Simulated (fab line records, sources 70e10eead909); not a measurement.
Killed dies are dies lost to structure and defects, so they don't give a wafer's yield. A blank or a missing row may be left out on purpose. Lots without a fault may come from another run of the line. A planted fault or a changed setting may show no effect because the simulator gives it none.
Which tool did it? | flow nand_harc | 12 lots, 36 wafers sampled, at 6 steps of a route of 1302

WHAT THE GAUGES READ, wafer by wafer
NHARC_A_ONON_D2_THK_MEAS_14: measures by ellipsometry.
lot  | measured     | on            | thk_nm (nm)
L076 | day 13 07:20 | film_metro-01 | 991 993 992
L077 | day 13 23:04 | film_metro-01 | 1016 1015 1015
L079 | day 14 23:52 | film_metro-01 | 999 998 1001
L081 | day 15 06:32 | film_metro-01 | 996 998 997
L083 | day 16 19:10 | film_metro-01 | 1000 999 1000
L085 | day 16 22:56 | film_metro-01 | 989 989 989
L087 | day 18 01:47 | film_metro-02 | 1014 1011 1012
L089 | day 18 22:50 | film_metro-02 | 1018 1019 1018
L090 | day 19 04:37 | film_metro-01 | 985 986 988
L093 | day 20 07:34 | film_metro-02 | 998 999 999
L095 | day 21 13:51 | film_metro-02 | 1015 1017 1015
L097 | day 22 01:55 | film_metro-02 | 1002 1004 1002

WHICH TOOL RAN EACH LOT (tool, then ch and the chambers of the sampled wafers, then the start)
lot  | NHARC_A_ZERO_WELL_RTA_16         | NHARC_A_CHANNEL_HOLE_D1_DEP_01  | NHARC_A_CHANNEL_HOLE_D1_ETCH_34               | NHARC_A_CHANNEL_HOLE_D1_ETCH_23  | NHARC_A_CHANNEL_FILL_D1_ETCHBACK_08
L076 | rtp_anneal-02 ch 0, day 7 15:56  | pecvd-04 ch 1,2, day 9 04:54    | rie_diel-10 ch 1,2,3, day 9 09:33 or earlier  | har_etch-02 ch 0,1, day 9 09:33  | rie_diel-01 ch 0,1,3, day 13 07:20 or earlier
L077 | rtp_anneal-01 ch 0, day 8 04:29  | pecvd-02 ch 0,1,2, day 9 17:56  | rie_diel-10 ch 0,1,3, day 9 21:41 or earlier  | har_etch-01 ch 0,1, day 9 21:41  | rie_diel-05 ch 1,2, day 13 23:04 or earlier
L079 | rtp_anneal-02 ch 0, day 9 01:57  | pecvd-01 ch 0,1,2, day 10 18:07 | rie_diel-12 ch 1,2, day 10 21:31 or earlier   | har_etch-01 ch 0,1, day 10 21:31 | rie_diel-08 ch 1,2, day 14 23:52 or earlier
L081 | rtp_anneal-01 ch 0, day 9 17:43  | pecvd-04 ch 0,1,2, day 11 09:32 | rie_diel-12 ch 0,1,3, day 11 14:31 or earlier | har_etch-01 ch 0,1, day 11 14:31 | rie_diel-01 ch 0,1,3, day 15 06:32 or earlier
L083 | rtp_anneal-02 ch 0, day 10 16:49 | pecvd-01 ch 0,1,2, day 12 11:42 | rie_diel-10 ch 0,1, day 12 17:19 or earlier   | har_etch-02 ch 0, day 12 17:19   | rie_diel-01 ch 2,3, day 16 19:10 or earlier
L085 | rtp_anneal-02 ch 0, day 11 09:16 | pecvd-01 ch 0,1,2, day 13 00:53 | rie_diel-10 ch 2,3, day 13 04:22 or earlier   | har_etch-01 ch 0,1, day 13 04:22 | rie_diel-01 ch 0,3, day 16 22:56 or earlier
L087 | rtp_anneal-01 ch 0, day 12 06:08 | pecvd-01 ch 0,1,2, day 13 20:35 | rie_diel-10 ch 0,1,2, day 14 01:47 or earlier | har_etch-02 ch 1, day 14 01:47   | rie_diel-08 ch 1,2,3, day 18 01:47 or earlier
L089 | rtp_anneal-02 ch 0, day 13 00:58 | pecvd-01 ch 0,1,2, day 14 17:54 | rie_diel-07 ch 1,2,3, day 15 01:33 or earlier | har_etch-02 ch 0,1, day 15 01:33 | rie_diel-05 ch 2,3, day 18 22:50 or earlier
L090 | rtp_anneal-01 ch 0, day 13 18:16 | pecvd-01 ch 0,1,2, day 15 06:40 | rie_diel-07 ch 0,1,3, day 15 13:02 or earlier | har_etch-01 ch 1, day 15 13:02   | rie_diel-01 ch 0,2,3, day 19 04:37 or earlier
L093 | rtp_anneal-02 ch 0, day 14 16:17 | pecvd-04 ch 0,1,2, day 16 03:02 | rie_diel-10 ch 0,1,2, day 16 08:48 or earlier | har_etch-02 ch 0,1, day 16 08:48 | rie_diel-08 ch 1,2,3, day 20 07:34 or earlier
L095 | rtp_anneal-01 ch 0, day 16 00:52 | pecvd-01 ch 1,2, day 17 15:01   | rie_diel-10 ch 0,3, day 17 20:07 or earlier   | har_etch-02 ch 0,1, day 17 20:07 | rie_diel-08 ch 0,1, day 21 13:51 or earlier
L097 | rtp_anneal-01 ch 0, day 16 10:28 | pecvd-04 ch 1,2, day 18 00:20   | rie_diel-10 ch 1,2,3, day 18 04:07 or earlier | har_etch-01 ch 0,1, day 18 04:07 | rie_diel-01 ch 0,1,3, day 22 01:55 or earlier
- NHARC_A_ZERO_WELL_RTA_16: time 10 s.
- NHARC_A_CHANNEL_HOLE_D1_DEP_01: deposits SiON, target thk 140 nm.
- NHARC_A_CHANNEL_HOLE_D1_ETCH_34: etches the open film in CF4/CHF3, target depth 154 nm, time 77 s.
- NHARC_A_CHANNEL_HOLE_D1_ETCH_23: etches the open film in C4F8/O2/Ar, time 819 s, target depth 1600 nm.
- NHARC_A_CHANNEL_FILL_D1_ETCHBACK_08: etches the open film in C4F8, target depth 220 nm, time 110 s.

THE ANSWER, worked out from the rows above alone
Rule: what is usual is taken from the lots themselves. Put in order of their means at a reading, lots are off if they are a third of the lots or fewer, leave a main group of 4 or more, and stand apart from it by a gap of 3 or more times the standard deviation of the main group's means; of several such gaps the widest counts. A main group whose means are all the same, to the digits that the tables above print for the reading, isn't used. A lot without any number at a reading at which 4 lots or more have one is off too. The other lots that the step has rows for count as sound.
No lot is off at any reading shown: from this, nothing can be told.

WHAT THE SIMULATOR HAD PUT IN
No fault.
